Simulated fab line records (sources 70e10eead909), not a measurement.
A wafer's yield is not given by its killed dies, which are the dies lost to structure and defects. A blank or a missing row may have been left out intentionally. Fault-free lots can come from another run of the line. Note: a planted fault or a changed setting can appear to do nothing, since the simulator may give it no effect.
fab line records	flow nand-harc
[record] lots = 13	wafers = 39	last-day = 33
route steps=1302 shown P_M1@311 P_M2@336 END@1302
lots that met no fault: from a run of the same line without faults
start-h: hours from the record's opening day to when the first of the lot's shown wafers began	wait-h: hours elapsed since this lot's preceding step	" as in the row above	L1.1+2: one row covering several wafers at once	- value missing, or start not given	* or withheld: withheld	< > ~ a bound
route shown NAME@n: NAME is a module with steps in the file, n the number in the route of the first one	usual: the fault-free wafers' mean and standard deviation	same: alike in all rows	chamber/n: place in a boat	sites: each site's reading	_std_site: their standard deviation	_edge_site: mean of outer sites minus mean of inner sites	radius-mm: how far each site lies from the wafer's centre	mask NAME#n: copy n	behind: the last tool/chamber to shape the wafer	hold: cause of the lot's hold/its duration in hours/its outcome	device: names the non-switching transistor (n, p or np)	end of line: the route-end tests of the same wafers	a step without rows: its recipe alone	killed: the dies lost at the first sort to structure and to defects; this is not the yield of the wafer	map: shows each die of a wafer: x if killed, . if not, _ if none is there
set.NAME: the setting that was run; set.NAME@STEP: the one run at that earlier step	model.NAME: the simulator's own value behind a step, which no gauge read
route steps across a sampled set of lots; one table per step, one row per wafer
services: from which hour (start-h, from the record's first day; less than 0 if before it) a tool's chamber was out of use, for how many hours, and why
[[steps]]
[step NHARC_P_M1_CMP_23]
[recipe] t-overpolish-s = 20	target-thk-nm = 157.82
[usual] motor-current-A = 11.9/1.3	time-to-endpoint-s = 28/3
lot.wafer	tool	chamber	start-h	wait-h	motor-current-A	time-to-endpoint-s
L939.4	cmp-02	3	127.00	-	12.0	25
L939.6	"	3	"	"	11.8	24
L939.5	"	0	"	"	11.4	23
L944.2	cmp-01	1	175.74	-	14.5	30
L944.4	"	2	"	"	12.7	29
L944.6	"	0	"	"	10.4	28
L945.2	cmp-04	3	188.80	-	13.0	28
L945.6	"	1	"	"	11.7	31
L945.5	"	2	"	"	9.9	26
L946.1	cmp-02	0	201.85	-	11.2	29
L946.5	"	1	"	"	12.9	26
L946.6	"	2	"	"	10.7	35
L947.4	cmp-01	0	210.79	-	10.2	32
L947.1	"	1	"	"	14.4	33
L947.6	"	1	"	"	15.0	30
L950.2	cmp-02	0	238.45	-	10.9	23
L950.4	"	2	"	"	10.7	30
L950.5	"	0	"	"	11.3	25
L951.1	cmp-01	0	245.11	-	10.5	26
L951.5	"	3	"	"	11.1	24
L951.6	"	0	"	"	10.3	25
L956.2	cmp-02	0	298.30	-	10.5	29
L956.3	"	1	"	"	13.9	26
L956.4	"	2	"	"	11.3	28
L957.4	cmp-04	1	317.88	-	11.7	35
L957.5	"	3	"	"	12.0	29
L957.6	"	0	"	"	11.9	28
L958.3	cmp-01	1	322.55	-	15.2	30
L958.2	"	0	"	"	10.2	30
L958.6	"	2	"	"	12.0	34
L959.4	cmp-02	3	328.34	-	12.1	29
L959.1	"	1	"	"	13.1	25
L959.5	"	0	"	"	10.3	28
L960.3	cmp-01	1	332.74	-	15.1	32
L960.4	"	2	"	"	12.4	31
L960.1	"	0	"	"	10.1	30
L961.1	cmp-02	3	347.17	-	12.0	25
L961.3	"	1	"	"	13.7	21
L961.6	"	3	"	"	12.2	26
[step NHARC_P_M1_INSPECT_27]
[usual] raw-defect-count = 331/120
lot.wafer	tool	chamber	start-h	wait-h	raw-defect-count
L939.4	defect-inspect-01	-	127.47	0.0	506
L939.5	"	-	"	"	313
L939.6	"	-	"	"	391
L944.2	defect-inspect-01	-	176.19	0.0	549
L944.4	"	-	"	"	413
L944.6	"	-	"	"	278
L945.2	defect-inspect-01	-	189.22	0.0	390
L945.5	"	-	"	"	282
L945.6	"	-	"	"	382
L946.1	defect-inspect-01	-	202.27	0.0	436
L946.5	"	-	"	"	342
L946.6	"	-	"	"	273
L947.1	defect-inspect-01	-	211.26	0.0	206
L947.4	"	-	"	"	118
L947.6	"	-	"	"	124
L950.2	defect-inspect-01	-	238.89	0.0	206
L950.4	"	-	"	"	205
L950.5	"	-	"	"	159
L951.1	defect-inspect-02	-	245.55	0.0	281
L951.5	"	-	"	"	645
L951.6	"	-	"	"	273
L956.2	defect-inspect-02	-	298.74	0.0	442
L956.3	"	-	"	"	383
L956.4	"	-	"	"	249
L957.4	defect-inspect-02	-	318.30	0.0	405
L957.5	"	-	"	"	320
L957.6	"	-	"	"	252
L958.2	defect-inspect-01	-	323.02	0.0	458
L958.3	"	-	"	"	303
L958.6	"	-	"	"	335
L959.1	defect-inspect-01	-	328.81	0.0	341
L959.4	"	-	"	"	307
L959.5	"	-	"	"	176
L960.1	defect-inspect-01	-	333.21	0.0	268
L960.3	"	-	"	"	544
L960.4	"	-	"	"	165
L961.1	defect-inspect-02	-	347.61	0.0	162
L961.3	"	-	"	"	227
L961.6	"	-	"	"	312
[step NHARC_P_M1_DEP_33]
[recipe] target-thk-a = 300	temp-c = 370	target-thk-nm = 30	pressure-torr = 3	flow-sccm = 200	rf-w = 450	material = SiCN
[usual] heater-power-w = 557/88	showerhead-vpp-V = 1311/42
lot.wafer	tool	chamber	start-h	wait-h	heater-power-w	showerhead-vpp-V
L939.4	pecvd-04	0	127.75	0.2	509	1346
L939.5	"	1	"	"	526	1364
L939.6	"	2	"	"	571	1241
L944.2	pecvd-01	0	176.44	0.1	464	1327
L944.4	"	0	"	"	456	1350
L944.6	"	0	"	"	449	1326
L945.2	pecvd-04	2	189.36	0.1	597	1264
L945.5	"	0	"	"	504	1326
L945.6	"	1	"	"	512	1387
L946.1	pecvd-02	1	202.46	0.1	519	1251
L946.6	"	0	"	"	643	1263
L946.5	"	1	"	"	538	1261
L947.1	pecvd-01	2	211.52	0.1	594	1312
L947.4	"	1	"	"	694	1319
L947.6	"	1	"	"	707	1303
L950.2	pecvd-04	2	239.08	0.1	586	1263
L950.4	"	1	"	"	465	1358
L950.5	"	2	"	"	596	1260
L951.1	pecvd-02	2	245.74	0.1	614	1331
L951.6	"	1	"	"	519	1297
L951.5	"	2	"	"	638	1344
L956.2	pecvd-04	0	298.88	0.1	480	1352
L956.3	"	1	"	"	469	1360
L956.4	"	1	"	"	470	1379
L957.5	pecvd-04	1	318.57	0.2	509	1385
L957.4	"	2	"	"	503	1261
L957.6	"	0	"	"	400	1344
L958.3	pecvd-04	1	323.82	0.1	457	1363
L958.2	"	2	"	"	531	1284
L958.6	"	2	"	"	527	1274
L959.1	pecvd-01	2	329.00	0.1	613	1303
L959.5	"	1	"	"	662	1299
L959.4	"	0	"	"	429	1340
L960.3	pecvd-01	0	333.40	0.1	440	1354
L960.1	"	1	"	"	717	1301
L960.4	"	1	"	"	706	1316
L961.3	pecvd-02	1	347.80	0.1	545	1266
L961.1	"	2	"	"	619	1300
L961.6	"	1	"	"	542	1266
[step NHARC_P_M2_ETCH_28]
[recipe] target-depth-a = 300	over-etch-frac = 0.3	time-s = 72.99	ion-energy-ev = 150	cf4-flow-sccm = 50	n2-flow-sccm = 100	ar-flow-sccm = 150	rf-w = 300	bias-w = 100	chemistry = CF4/N2
[usual] drypump-motor-current-A = 5.7/0.5	n2-flow-sccm = 100.0/0.35	oes-product-au = 0.993/0.011	rf-vpp-V = 315.1/1.6	run-length-s = 94.4/0.43	showerhead-plenum-p-Torr = 2.68/0.086	throttle-valve-pct = 19.793/0.0088
lot.wafer	tool	chamber	start-h	wait-h	drypump-motor-current-A	n2-flow-sccm	oes-product-au	rf-hours-counter-h	rf-vpp-V	run-length-s	showerhead-plenum-p-Torr	throttle-valve-pct
L939.4	rie-diel-07	3	129.56	-	6.3	99.9	0.982	0.1	315.4	93.7	2.66	19.789
L939.5	"	2	"	"	5.9	99.6	0.974	-	315.2	94.4	2.78	19.798
L939.6	"	3	"	"	6.3	99.5	0.983	-	314.5	93.8	2.66	19.794
L944.2	rie-diel-02	1	178.82	-	5.6	100.5	1.013	6.0	316.8	93.9	2.75	19.798
L944.4	"	2	"	"	6.1	100.4	1.005	5.8	315.5	94.1	2.69	19.795
L944.6	"	2	"	"	6.1	99.8	1.014	-	315.2	94.2	2.69	19.798
L945.2	rie-diel-07	3	191.57	-	6.3	99.8	0.987	3.6	315.8	93.9	2.66	19.790
L945.6	"	3	"	"	6.3	99.9	0.991	-	315.3	94.0	2.66	19.791
L945.5	"	0	"	"	5.5	99.8	0.988	-	315.0	94.8	2.59	19.804
L946.1	rie-diel-07	3	204.47	-	6.3	100.3	1.000	4.5	314.9	94.0	2.66	19.791
L946.6	"	3	"	"	6.3	99.4	0.997	-	316.2	93.9	2.66	19.798
L946.5	"	0	"	"	5.5	100.2	0.994	-	314.0	95.0	2.59	19.790
L947.1	rie-diel-07	3	213.79	-	6.3	99.9	0.991	5.0	313.6	93.8	2.66	19.791
L947.4	"	0	"	"	5.5	100.6	1.000	5.7	313.1	65.6	2.59	19.803
L947.6	"	2	"	"	5.9	99.7	0.990	-	316.9	95.2	2.78	19.790
L950.4	rie-diel-07	2	241.14	-	5.9	100.0	0.977	6.2	317.6	94.2	2.78	19.790
L950.2	"	0	"	"	5.5	99.6	1.004	6.8	314.9	65.5	2.59	19.794
L950.5	"	2	"	"	5.9	100.0	0.975	-	316.1	95.0	2.78	19.791
L951.1	rie-diel-02	0	247.76	-	5.1	99.4	1.012	2.0	313.8	94.2	2.59	19.792
L951.5	"	3	"	"	5.6	99.5	1.008	-	312.0	94.8	2.50	19.796
L951.6	"	0	"	"	5.1	99.4	1.003	-	315.1	94.2	2.59	19.787
L956.3	rie-diel-06	3	300.94	-	5.8	100.5	0.998	6.4	314.8	95.3	2.73	19.795
L956.4	"	0	"	"	5.7	99.9	0.994	4.2	314.6	94.1	2.63	19.783
L956.2	"	2	"	"	6.7	99.8	0.992	8.1	312.2	94.7	2.56	19.792
L957.4	rie-diel-07	2	320.38	-	5.9	99.9	0.991	1.5	315.9	94.4	2.78	19.787
L957.6	"	0	"	"	5.5	100.1	1.001	-	312.2	95.0	2.59	19.795
L957.5	"	1	"	"	4.7	100.3	0.994	-	315.4	93.7	2.76	19.796
L958.2	rie-diel-06	3	325.79	-	5.8	100.0	0.971	0.6	315.8	95.1	2.73	19.809
L958.3	"	2	"	"	6.7	100.2	0.983	0.4	313.7	94.3	2.56	19.804
L958.6	"	0	"	"	5.7	100.4	0.983	-	314.7	94.4	2.63	19.793
L959.1	rie-diel-06	3	331.03	-	5.8	100.3	0.982	1.3	316.5	95.1	2.73	19.800
L959.4	"	1	"	"	5.5	100.0	0.979	1.0	315.7	94.1	2.76	19.775
L959.5	"	3	"	"	5.8	100.8	0.973	-	314.7	95.4	2.73	19.785
L960.3	rie-diel-07	1	335.41	-	4.7	99.8	0.999	1.3	316.0	94.5	2.76	19.804
L960.4	"	3	"	"	6.3	99.4	0.983	1.7	314.6	94.0	2.66	19.789
L960.1	"	0	"	"	5.5	99.7	1.002	1.2	313.3	95.2	2.59	19.790
L961.1	rie-diel-06	1	349.74	-	5.5	99.7	0.992	1.3	316.6	94.2	2.76	19.790
L961.3	"	2	"	"	6.7	99.3	0.999	1.4	312.2	94.3	2.56	19.785
L961.6	"	1	"	"	5.5	99.4	0.989	-	316.6	94.7	2.76	19.793
[step NHARC_END_SORT_01]
[recipe] temp-c = 25
[usual] defect-limited-yield = 91/3	killed-at-array = 55/20	killed-at-other = 1.2/1.3	killed-at-periphery = 4.0/3	killed-dies = 60/21	killed-open = 3.2/1.9	killed-short = 2.5/1.6
[same] gross-dies = 677
lot.wafer	tool	chamber	start-h	wait-h	defect-limited-yield[%]	killed-at-array	killed-at-other	killed-at-periphery	killed-dies	killed-open	killed-short
L939.4	prober-02	0	566.21	3.4	90	58	2	9	69	4	3
L939.5	prober-02	0	567.01	3.7	89	60	2	10	72	3	0
L939.6	prober-02	0	567.81	4.0	89	63	2	11	76	5	0
L944.2	prober-02	0	606.74	2.8	90	61	4	1	66	4	5
L944.4	prober-02	0	608.32	3.4	92	52	1	0	53	6	0
L944.6	prober-02	0	609.90	4.0	91	55	2	3	60	4	2
L945.2	prober-01	0	623.75	2.8	90	65	0	4	69	2	2
L945.5	prober-01	0	626.15	3.7	89	72	0	0	72	1	1
L945.6	prober-01	0	626.94	4.0	89	70	1	1	72	1	1
L946.1	prober-02	0	630.21	2.5	87	84	1	0	85	5	3
L946.5	prober-02	0	633.46	3.8	90	62	0	4	66	4	2
L946.6	prober-02	0	634.27	4.1	88	75	5	4	84	1	5
L947.1	prober-01	0	630.70	2.5	87	72	5	8	85	6	3
L947.4	prober-01	0	633.12	3.4	0	63	0	614	677	1	2
L947.6	prober-01	0	634.73	4.0	88	75	0	6	81	5	6
L950.2	prober-02	0	674.48	2.8	0	72	3	602	677	0	0
L950.4	prober-02	0	676.07	3.4	87	79	2	5	86	5	1
L950.5	prober-02	0	676.87	3.7	89	66	4	5	75	3	2
L951.1	prober-01	0	684.72	2.5	89	68	0	8	76	4	1
L951.5	prober-01	0	687.89	3.7	91	52	3	6	61	4	1
L951.6	prober-01	0	688.69	4.0	90	65	1	2	68	2	3
L956.2	prober-02	0	724.54	2.8	88	81	1	2	84	6	0
L956.3	prober-02	0	725.34	3.1	89	72	0	5	77	2	2
L956.4	prober-02	0	726.14	3.4	86	88	1	4	93	3	3
L959.1	prober-01	0	753.78	2.5	91	53	0	6	59	5	4
L959.4	prober-01	0	756.18	3.4	93	45	1	3	49	11	2
L959.5	prober-01	0	756.98	3.7	93	44	0	4	48	3	4
L958.2	prober-01	0	763.77	2.8	92	54	1	0	55	3	2
L958.3	prober-01	0	764.56	3.1	91	58	0	6	64	2	3
L958.6	prober-01	0	766.94	4.0	90	64	0	3	67	3	4
L957.4	prober-02	0	767.45	3.4	91	43	2	13	58	6	3
L957.5	prober-02	0	768.25	3.7	91	49	3	12	64	2	1
L957.6	prober-02	0	769.05	4.0	91	44	2	12	58	4	0
L960.1	prober-01	0	771.06	2.6	93	50	0	0	50	1	3
L960.3	prober-01	0	772.65	3.1	92	54	1	2	57	4	2
L960.4	prober-01	0	773.44	3.4	92	48	1	2	51	2	0
L961.1	prober-02	0	776.67	2.5	93	44	0	2	46	3	2
L961.3	prober-02	0	778.26	3.1	92	49	1	2	52	1	0
L961.6	prober-02	0	780.66	4.0	92	55	0	2	57	4	7
// killed by level:class
L939.4 A_CHANNEL_HOLE_D2:chamber-film-flake=29 A_SLIT:chamber-film-flake=17 P_CONTACT:chamber-film-flake=7 A_STAIRCASE:chamber-film-flake=3 P_CONTACT:geometric-particle:open=1 A_CHANNEL_FILL_D1:geometric-particle:open=1 A_DECK1_JOINT:geometric-particle:short=1 A_WL_FILL:geometric-particle:short=1
L939.5 A_CHANNEL_HOLE_D2:chamber-film-flake=26 A_SLIT:chamber-film-flake=23 P_CONTACT:chamber-film-flake=7 A_CHANNEL_HOLE_D1:chamber-film-flake=3 A_DECK1_JOINT:chamber-film-flake=3 THIN_TSV:chamber-film-flake=2 A_STAIRCASE:chamber-film-flake=2 P_GATE:geometric-particle:open=1
L939.6 A_CHANNEL_HOLE_D2:chamber-film-flake=31 A_SLIT:chamber-film-flake=22 P_CONTACT:chamber-film-flake=7 A_STAIRCASE:chamber-film-flake=4 P_M2:chamber-film-flake=3 P_M1:geometric-particle:open=1 A_ONON_D2:geometric-particle:open=1 A_CHANNEL_HOLE_D2:geometric-particle:open=1
L944.2 A_CHANNEL_HOLE_D1:chamber-film-flake=35 A_CHANNEL_HOLE_D2:chamber-film-flake=11 THIN_TSV:chamber-film-flake=4 A_ONON_D1:geometric-particle:short=2 A_CHANNEL_FILL_D1:chamber-film-flake=2 A_CONTACT:chamber-film-flake=2 A_M1:chamber-film-flake=2 P_CONTACT:geometric-particle:open=1
L944.4 A_CHANNEL_HOLE_D1:chamber-film-flake=27 A_CHANNEL_HOLE_D2:chamber-film-flake=11 A_BLC:geometric-particle:open=2 A_M0:geometric-particle:open=2 A_CHANNEL_FILL_D1:chamber-film-flake=2 A_CHANNEL_FILL_D2:geometric-particle:open=1 A_SGD_CUT:geometric-particle:open=1 A_DECK1_JOINT:chamber-film-flake=1
L944.6 A_CHANNEL_HOLE_D1:chamber-film-flake=31 A_CHANNEL_HOLE_D2:chamber-film-flake=17 A_SLIT:chamber-film-flake=2 THIN_TSV:chamber-film-flake=2 P_GATE:geometric-particle:open=1 P_M1:geometric-particle:open=1 A_SGD_CUT:geometric-particle:open=1 A_WL_FILL:geometric-particle:short=1
L945.2 A_CHANNEL_HOLE_D1:chamber-film-flake=29 A_CHANNEL_HOLE_D2:chamber-film-flake=29 A_CONTACT:chamber-film-flake=3 P_ZERO_WELL:chamber-film-flake=2 A_M0:chamber-film-flake=2 P_CONTACT:geometric-particle:open=1 P_M0:geometric-particle:open=1 A_CHANNEL_FILL_D2:geometric-particle:short=1
L945.5 A_CHANNEL_HOLE_D1:chamber-film-flake=35 A_CHANNEL_HOLE_D2:chamber-film-flake=29 A_M0:chamber-film-flake=4 A_ONON_D2:geometric-particle:open=1 A_WL_FILL:geometric-particle:short=1 A_DECK1_JOINT:chamber-film-flake=1 A_M1:chamber-film-flake=1
L945.6 A_CHANNEL_HOLE_D2:chamber-film-flake=34 A_CHANNEL_HOLE_D1:chamber-film-flake=30 A_M0:chamber-film-flake=2 P_M0:geometric-particle:open=1 A_WL_FILL:geometric-particle:short=1 A_SGD_CUT:chamber-film-flake=1 A_SLIT:chamber-film-flake=1 A_WL_FILL:chamber-film-flake=1
L946.1 A_CHANNEL_HOLE_D2:chamber-film-flake=35 A_SLIT:chamber-film-flake=20 A_SGD_CUT:chamber-film-flake=11 A_CHANNEL_HOLE_D1:chamber-film-flake=5 A_CONTACT:chamber-film-flake=4 A_SOURCE_PLATE:geometric-particle:open=1 A_ONON_D1:geometric-particle:open=1 A_CHANNEL_FILL_D2:geometric-particle:open=1
L947.1 A_CHANNEL_HOLE_D1:chamber-film-flake=37 A_CHANNEL_HOLE_D2:chamber-film-flake=17 THIN_TSV:chamber-film-flake=5 A_CHANNEL_FILL_D2:geometric-particle:open=3 A_CONTACT:chamber-film-flake=3 P_ZERO_WELL:chamber-film-flake=2 P_M1:chamber-film-flake=2 P_BONDPAD:chamber-film-flake=2
L947.4 P_M2:area-etch=611 A_CHANNEL_HOLE_D1:chamber-film-flake=32 A_CHANNEL_HOLE_D2:chamber-film-flake=14 A_CHANNEL_FILL_D1:chamber-film-flake=3 A_SGD_CUT:chamber-film-flake=3 A_CONTACT:chamber-film-flake=3 A_DECK1_JOINT:chamber-film-flake=2 A_WL_FILL:chamber-film-flake=2
L946.5 A_SLIT:chamber-film-flake=27 A_CHANNEL_HOLE_D2:chamber-film-flake=23 A_SGD_CUT:chamber-film-flake=6 P_M1:chamber-film-flake=2 P_M0:geometric-particle:short=1 A_SOURCE_PLATE:geometric-particle:short=1 A_ONON_D2:geometric-particle:open=1 A_CHANNEL_FILL_D2:geometric-particle:open=1
L946.6 A_CHANNEL_HOLE_D2:chamber-film-flake=31 A_SLIT:chamber-film-flake=27 A_SGD_CUT:chamber-film-flake=6 THIN_TSV:chamber-film-flake=5 P_M1:chamber-film-flake=4 A_ONON_D2:geometric-particle:short=2 A_CHANNEL_FILL_D2:geometric-particle:short=2 A_CHANNEL_HOLE_D1:chamber-film-flake=2
L947.6 A_CHANNEL_HOLE_D1:chamber-film-flake=32 A_CHANNEL_HOLE_D2:chamber-film-flake=15 A_WL_FILL:chamber-film-flake=6 A_CONTACT:chamber-film-flake=4 A_SOURCE_PLATE:geometric-particle:open=2 P_BONDPAD:chamber-film-flake=2 A_CHANNEL_FILL_D1:chamber-film-flake=2 A_DECK1_JOINT:chamber-film-flake=2
L950.2 P_M2:area-etch=601 A_CHANNEL_HOLE_D1:chamber-film-flake=38 A_CHANNEL_HOLE_D2:chamber-film-flake=23 A_CHANNEL_FILL_D2:chamber-film-flake=3 THIN_TSV:chamber-film-flake=3 A_STAIRCASE:chamber-film-flake=2 A_CONTACT:chamber-film-flake=2 P_STI:chamber-film-flake=1
L950.4 A_CHANNEL_HOLE_D1:chamber-film-flake=36 A_CHANNEL_HOLE_D2:chamber-film-flake=19 P_STI:chamber-film-flake=5 A_CONTACT:chamber-film-flake=5 A_SLIT:chamber-film-flake=3 A_CHANNEL_FILL_D2:chamber-film-flake=3 A_STAIRCASE:chamber-film-flake=3 A_WL_FILL:chamber-film-flake=3
L950.5 A_CHANNEL_HOLE_D1:chamber-film-flake=29 A_CHANNEL_HOLE_D2:chamber-film-flake=15 A_CHANNEL_FILL_D2:chamber-film-flake=8 P_STI:chamber-film-flake=4 A_CONTACT:chamber-film-flake=4 THIN_TSV:chamber-film-flake=4 A_STAIRCASE:chamber-film-flake=3 A_CHANNEL_HOLE_D1:geometric-particle:short=1
L951.1 A_SLIT:chamber-film-flake=34 A_CHANNEL_HOLE_D2:chamber-film-flake=12 A_CONTACT:chamber-film-flake=9 P_BONDPAD:chamber-film-flake=5 A_CHANNEL_HOLE_D1:chamber-film-flake=3 P_GATE:chamber-film-flake=2 A_WL_FILL:chamber-film-flake=2 A_ONON_D1:geometric-particle:short=1
L951.5 A_SLIT:chamber-film-flake=17 A_CHANNEL_HOLE_D2:chamber-film-flake=12 A_CHANNEL_HOLE_D1:chamber-film-flake=8 A_CONTACT:chamber-film-flake=7 A_STAIRCASE:chamber-film-flake=3 P_GATE:chamber-film-flake=2 P_BONDPAD:chamber-film-flake=2 THIN_TSV:chamber-film-flake=2
L951.6 A_SLIT:chamber-film-flake=31 A_CHANNEL_HOLE_D2:chamber-film-flake=15 A_CHANNEL_HOLE_D1:chamber-film-flake=5 A_STAIRCASE:chamber-film-flake=3 A_WL_FILL:chamber-film-flake=3 A_CONTACT:chamber-film-flake=3 A_ONON_D1:geometric-particle:short=1 A_DECK1_JOINT:geometric-particle:short=1
L956.2 A_SLIT:chamber-film-flake=34 A_CHANNEL_HOLE_D1:chamber-film-flake=27 A_CONTACT:chamber-film-flake=5 A_WL_FILL:chamber-film-flake=4 A_STAIRCASE:chamber-film-flake=3 A_M1:geometric-particle:open=2 A_M0:chamber-film-flake=2 A_DECK1_JOINT:geometric-particle:open=1
L956.3 A_CHANNEL_HOLE_D1:chamber-film-flake=32 A_SLIT:chamber-film-flake=25 A_STAIRCASE:chamber-film-flake=5 A_CONTACT:chamber-film-flake=3 A_CONTACT:geometric-particle:open=2 P_STI:chamber-film-flake=2 P_GATE:chamber-film-flake=2 A_WL_FILL:chamber-film-flake=2
L956.4 A_CHANNEL_HOLE_D1:chamber-film-flake=32 A_SLIT:chamber-film-flake=31 A_CONTACT:chamber-film-flake=6 A_STAIRCASE:chamber-film-flake=5 A_CHANNEL_FILL_D2:chamber-film-flake=4 P_GATE:chamber-film-flake=2 P_CONTACT:chamber-film-flake=2 A_CHANNEL_HOLE_D2:chamber-film-flake=2
L959.1 A_CHANNEL_HOLE_D2:chamber-film-flake=26 A_CHANNEL_HOLE_D1:chamber-film-flake=12 A_SLIT:chamber-film-flake=4 P_CONTACT:chamber-film-flake=3 A_ONON_D1:geometric-particle:open=2 A_CONTACT:chamber-film-flake=2 P_GATE:geometric-particle:open=1 P_M1:geometric-particle:short=1
L959.4 A_CHANNEL_HOLE_D2:chamber-film-flake=11 A_CHANNEL_HOLE_D1:chamber-film-flake=10 A_SLIT:chamber-film-flake=6 A_CHANNEL_FILL_D1:geometric-particle:open=3 A_CONTACT:chamber-film-flake=3 A_ONON_D2:geometric-particle:open=2 A_WL_FILL:geometric-particle:open=2 P_M2:chamber-film-flake=2
L959.5 A_CHANNEL_HOLE_D2:chamber-film-flake=16 A_SLIT:chamber-film-flake=9 A_CHANNEL_HOLE_D1:chamber-film-flake=6 A_CONTACT:chamber-film-flake=5 A_M0:geometric-particle:short=2 P_M2:chamber-film-flake=2 A_ONON_D1:geometric-particle:short=1 A_CHANNEL_FILL_D1:geometric-particle:open=1
L958.2 A_SLIT:chamber-film-flake=19 A_CHANNEL_HOLE_D1:chamber-film-flake=14 A_CHANNEL_HOLE_D2:chamber-film-flake=12 A_CONTACT:chamber-film-flake=3 A_DECK1_JOINT:geometric-particle:open=1 A_SGD_CUT:geometric-particle:short=1 A_WL_FILL:geometric-particle:short=1 A_BLC:geometric-particle:open=1
L958.3 A_SLIT:chamber-film-flake=20 A_CHANNEL_HOLE_D2:chamber-film-flake=19 A_CHANNEL_HOLE_D1:chamber-film-flake=8 A_CONTACT:chamber-film-flake=6 A_STAIRCASE:chamber-film-flake=2 P_GATE:geometric-particle:short=1 P_CONTACT:geometric-particle:open=1 P_CONTACT:geometric-particle:short=1
L958.6 A_CHANNEL_HOLE_D2:chamber-film-flake=27 A_SLIT:chamber-film-flake=21 A_STAIRCASE:chamber-film-flake=4 A_ONON_D2:geometric-particle:short=3 A_CHANNEL_HOLE_D1:chamber-film-flake=3 A_ONON_D2:geometric-particle:open=2 P_M0:geometric-particle:short=1 A_CHANNEL_HOLE_D1:geometric-particle:open=1
L957.4 A_SLIT:chamber-film-flake=18 P_M2:chamber-film-flake=6 A_DECK1_JOINT:chamber-film-flake=4 A_STAIRCASE:chamber-film-flake=4 A_CONTACT:chamber-film-flake=4 P_ZERO_WELL:chamber-film-flake=3 P_GATE:chamber-film-flake=3 A_CHANNEL_HOLE_D1:chamber-film-flake=3
L957.5 A_SLIT:chamber-film-flake=29 A_CHANNEL_HOLE_D1:chamber-film-flake=11 P_M2:chamber-film-flake=5 A_STAIRCASE:chamber-film-flake=4 P_ZERO_WELL:chamber-film-flake=3 P_GATE:chamber-film-flake=3 HYBRID_BOND:chamber-film-flake=3 A_WL_FILL:chamber-film-flake=2
L957.6 A_SLIT:chamber-film-flake=19 A_CHANNEL_HOLE_D1:chamber-film-flake=7 A_WL_FILL:chamber-film-flake=6 P_M2:chamber-film-flake=5 A_DECK1_JOINT:chamber-film-flake=4 A_CHANNEL_FILL_D1:geometric-particle:open=2 P_STI:chamber-film-flake=2 P_GATE:chamber-film-flake=2
L960.1 A_CHANNEL_HOLE_D2:chamber-film-flake=24 A_CONTACT:chamber-film-flake=12 A_SLIT:chamber-film-flake=5 A_CHANNEL_HOLE_D1:unspecified=4 A_CHANNEL_FILL_D1:geometric-particle:short=2 A_ONON_D1:geometric-particle:open=1 A_CHANNEL_FILL_D2:geometric-particle:short=1 A_ZERO_WELL:chamber-film-flake=1
L960.3 A_CHANNEL_HOLE_D2:chamber-film-flake=30 A_SLIT:chamber-film-flake=9 A_CONTACT:chamber-film-flake=6 A_CHANNEL_HOLE_D1:unspecified=3 P_CONTACT:geometric-particle:open=2 A_SOURCE_PLATE:geometric-particle:short=1 A_ONON_D2:geometric-particle:short=1 A_CHANNEL_HOLE_D2:geometric-particle:open=1
L960.4 A_CHANNEL_HOLE_D2:chamber-film-flake=19 A_SLIT:chamber-film-flake=12 A_CONTACT:chamber-film-flake=12 P_M1:chamber-film-flake=2 A_ONON_D1:geometric-particle:open=1 A_WL_FILL:geometric-particle:open=1 A_CHANNEL_HOLE_D1:unspecified=1 A_CHANNEL_HOLE_D1:chamber-film-flake=1
L961.1 A_CHANNEL_HOLE_D2:chamber-film-flake=30 A_SLIT:chamber-film-flake=7 P_M0:geometric-particle:open=2 A_CONTACT:chamber-film-flake=2 A_SOURCE_PLATE:geometric-particle:short=1 A_DECK1_JOINT:geometric-particle:open=1 A_CHANNEL_FILL_D2:geometric-particle:short=1 A_ZERO_WELL:chamber-film-flake=1
L961.3 A_CHANNEL_HOLE_D2:chamber-film-flake=34 A_SLIT:chamber-film-flake=10 A_CHANNEL_FILL_D1:chamber-film-flake=2 P_CONTACT:geometric-particle:open=1 P_CONTACT:chamber-film-flake=1 A_DECK1_JOINT:chamber-film-flake=1 A_CONTACT:chamber-film-flake=1 A_BLC:chamber-film-flake=1
L961.6 A_CHANNEL_HOLE_D2:chamber-film-flake=31 A_SLIT:chamber-film-flake=10 A_CHANNEL_FILL_D1:chamber-film-flake=2 A_CONTACT:chamber-film-flake=2 P_GATE:geometric-particle:short=1 A_ONON_D1:geometric-particle:short=1 A_CHANNEL_FILL_D1:geometric-particle:short=1 A_CHANNEL_FILL_D1:geometric-particle:open=1
[[services]]
tool	chamber	start-h	hours	kind
rie-diel-06	3	103.20	3.8	repair
rie-diel-07	3	106.23	5.0	repair
pecvd-01	-	107.58	0.7	repair
rie-diel-07	-	117.20	9.0	pm
pecvd-01	-	130.00	13.0	pm
rie-diel-06	-	130.20	9.0	pm
cmp-02	-	134.50	4.0	pm
cmp-02	-	139.67	2.1	repair
pecvd-01	2	148.86	11.9	repair
cmp-01	-	161.49	12.3	repair
rie-diel-07	3	165.80	4.2	repair
pecvd-01	2	166.98	44.0	repair
rie-diel-06	3	172.71	22.3	repair
cmp-01	-	185.50	4.0	pm
cmp-02	-	186.71	3.2	repair
cmp-02	-	232.50	4.0	pm
rie-diel-07	2	266.82	4.5	repair
pecvd-04	-	269.27	13.0	pm
cmp-02	-	273.48	0.8	repair
cmp-01	-	276.02	3.8	repair
rie-diel-07	1	280.35	4.8	repair
cmp-01	-	283.50	4.0	pm
rie-diel-07	-	294.20	9.0	pm
cmp-02	-	330.50	4.0	pm
[[key]]
[first-sign] step = NHARC_P_M2_ETCH_28	reading = run-length-s	direction = down	sigmas = 67	usual = *	struck = *
[effect] step = NHARC_END_SORT_01	reading = killed-at-periphery	direction = up	sigmas = 99+	usual = 4.0	struck = 608
[more-kills-born-at] NHARC_P_M2_ETCH_28@rie-diel-07 = 1212
met-at NHARC_P_M2_ETCH_28
struck-lots L947,L950
struck-wafers L947.4,L950.2
later-rows-left-out L947.4,L950.2
not-acting-at NHARC_P_M1_CMP_23,NHARC_P_M1_INSPECT_27,NHARC_P_M1_DEP_33
onset-between 204.47 213.79
[fault] kind = process-parameter-drift	tool = rie-diel-07	chamber = 0	onset-h = 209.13	steps = NHARC_P_M2_ETCH_28	channel = time-s	offset = *	shape = step	end-h = 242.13	acts-in = *	stated = *
// later-rows-left-out: the simulator's readings of these wafers behind a module that went badly wrong aren't trusted and aren't shown, but for the sort
